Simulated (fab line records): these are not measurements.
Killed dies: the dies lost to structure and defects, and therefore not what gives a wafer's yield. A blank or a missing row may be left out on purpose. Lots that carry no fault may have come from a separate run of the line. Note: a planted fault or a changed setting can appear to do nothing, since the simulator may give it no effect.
Which tool is to blame? / flow nandHarc / 13 lots, 39 wafers sampled, at 1 step of a route of 1302

WHAT THE GAUGES SHOWED, per wafer
NHARC_P_GATE_CD_MEAS_46: target cd 720 nm. Usual: 721.1 nm for cdNm, sd 2.3.
lot=L933; measured=day 5 07:01; on=cdSem-01; cdNm (nm)=720.4 721.4 719.3; flag=
lot=L934; measured=day 6 04:34; on=cdSem-01; cdNm (nm)=721.1 720.3 719.2; flag=
lot=L935; measured=day 6 12:29; on=cdSem-03; cdNm (nm)=720.1 719.8 725.7; flag=
lot=L936; measured=day 6 19:49; on=cdSem-01; cdNm (nm)=718.7 722.8 720.3; flag=
lot=L937; measured=day 7 04:44; on=cdSem-01; cdNm (nm)=721.0 723.8 720.8; flag=
lot=L938; measured=day 7 18:33; on=cdSem-02; cdNm (nm)=716.6 718.9 717.8; flag=
lot=L939; measured=day 7 21:19; on=cdSem-02; cdNm (nm)=719.9 716.9 718.9; flag=
lot=L942; measured=day 9 09:19; on=cdSem-03; cdNm (nm)=721.1 721.9 723.3; flag=
lot=L943; measured=day 9 19:49; on=cdSem-01; cdNm (nm)=719.8 722.1 720.5; flag=
lot=L944; measured=day 10 04:32; on=cdSem-03; cdNm (nm)=719.2 723.8 722.2; flag=
lot=L946; measured=day 10 22:53; on=cdSem-02; cdNm (nm)=723.0 719.1 723.6; flag=
lot=L953; measured=day 13 16:22; on=cdSem-02; cdNm (nm)=720.7 722.9 724.1; flag=
lot=L956; measured=day 15 06:16; on=cdSem-01; cdNm (nm)=721.4 721.8 719.9; flag=

WHAT TOOL EACH LOT RAN ON (gives the tool, then ch and the chambers of the sampled wafers, and finally the start)
The record shows no process step preceding these readings.

AS READ BY THE TOOLS THEMSELVES (means over the sampled wafers that have a number; for cases with no such wafer, the mark the record gives instead)
The record holds no such reading with a usual standard deviation.

THE ANSWER, worked out from the rows above alone
Rule: lot off if the mean of its wafers having a number is beyond 3 standard deviations from the usual mean. Also off: a lot with no number at a reading for which 4 or more lots have one. All remaining lots with rows at the step are treated as sound. The gauges are gone through in route order, then the tools' own readings, and for those a lot's mean is taken as printed above. The first step at which some lot is off is used, and at that step the reading that is off furthest; a lot without a number counts as furthest.
Across all readings shown, no lot is off: no conclusion can be drawn from this.

WHAT THE SIMULATOR HAD INSERTED
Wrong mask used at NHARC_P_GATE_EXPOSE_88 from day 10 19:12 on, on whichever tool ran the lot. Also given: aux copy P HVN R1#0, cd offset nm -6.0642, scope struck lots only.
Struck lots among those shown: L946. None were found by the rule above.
